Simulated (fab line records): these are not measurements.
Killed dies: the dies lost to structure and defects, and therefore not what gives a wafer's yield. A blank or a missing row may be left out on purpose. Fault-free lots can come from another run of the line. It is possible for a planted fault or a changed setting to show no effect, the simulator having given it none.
Chamber matching | flow nandHarc | 4 sister chambers for NHARC_A_WL_FILL_ALD_10 on aldHk-03
The step deposits SiO2, target thk 50 nm, pulse time 10 s, ald cycles 500. 16 wafers are shown with their chamber, then 8 later ones without.

EACH WAFER AND ITS CHAMBER
wafer  | chamber | heaterPowerW (W) | precursorPulseHeightRel
L081.1 | 1       | 427              | 1.006
L081.4 | 0       | 498              | 1.028
L081.6 | 3       | 439              | 0.997
L083.1 | 0       | 507              | 1.013
L083.4 | 3       | 446              | 1.005
L083.5 | 3       | 441              | 0.991
L084.1 | 0       | 504              | 0.994
L084.3 | 3       | 414              | 0.984
L084.6 | 1       | 457              | 0.983
L086.2 | 2       | 451              | 0.991
L086.4 | 0       | 499              | 0.990
L086.6 | 2       | 456              | 0.998
L088.1 | 1       | 453              | 1.041
L088.4 | 2       | 454              | 1.004
L088.6 | 3       | 424              | 0.999
L092.2 | 3       | 424              | 1.002

SIGNATURES (averages over the wafers above)
reading                 | chamber 0 | chamber 1 | chamber 2 | chamber 3 | scatter within a chamber
heaterPowerW            | 502.00    | 445.67    | 453.67    | 431.33    | 10.7
precursorPulseHeightRel | 1.00625   | 1.01000   | 0.99767   | 0.99633   | 0.0159
Rule: for each reading, subtract the chamber's mean from the wafer's reading, divide by that reading's scatter and square the result; add these up over the readings and take the root, which gives the wafer's distance from the chamber. The wafer belongs to the nearest chamber; if the next one is less than 2 further off, it can't be placed. The scatter is the square root of a quotient: the sum, over the shown wafers, of each reading's squared deviation from its chamber's mean, divided by wafers minus chambers.

WAFERS WHOSE CHAMBER IS MISSING
wafer  | heaterPowerW (W) | precursorPulseHeightRel
L092.3 | 449              | 1.038
L092.5 | 464              | 0.969
L094.2 | 452              | 1.009
L094.3 | 452              | 1.011
L094.5 | 457              | 0.961
L096.2 | 499              | 1.016
L096.6 | 440              | 0.980
L096.5 | 490              | 0.998

WHICH CHAMBER EACH WENT THROUGH
wafer  | from the rows above          | in truth
L092.3 | can't be placed: 1 or 2 or 3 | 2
L092.5 | can't be placed: 2 or 1 or 3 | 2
L094.2 | can't be placed: 1 or 2 or 3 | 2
L094.3 | can't be placed: 1 or 2 or 3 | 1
L094.5 | can't be placed: 2 or 1 or 3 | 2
L096.2 | 0                            | 0
L096.6 | can't be placed: 3 or 2 or 1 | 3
L096.5 | 0                            | 0
Correctly placed: 2 of 8. From these rows, 6 cannot be placed; in 6 the true chamber is one of the candidates. Number placed wrongly: 0.
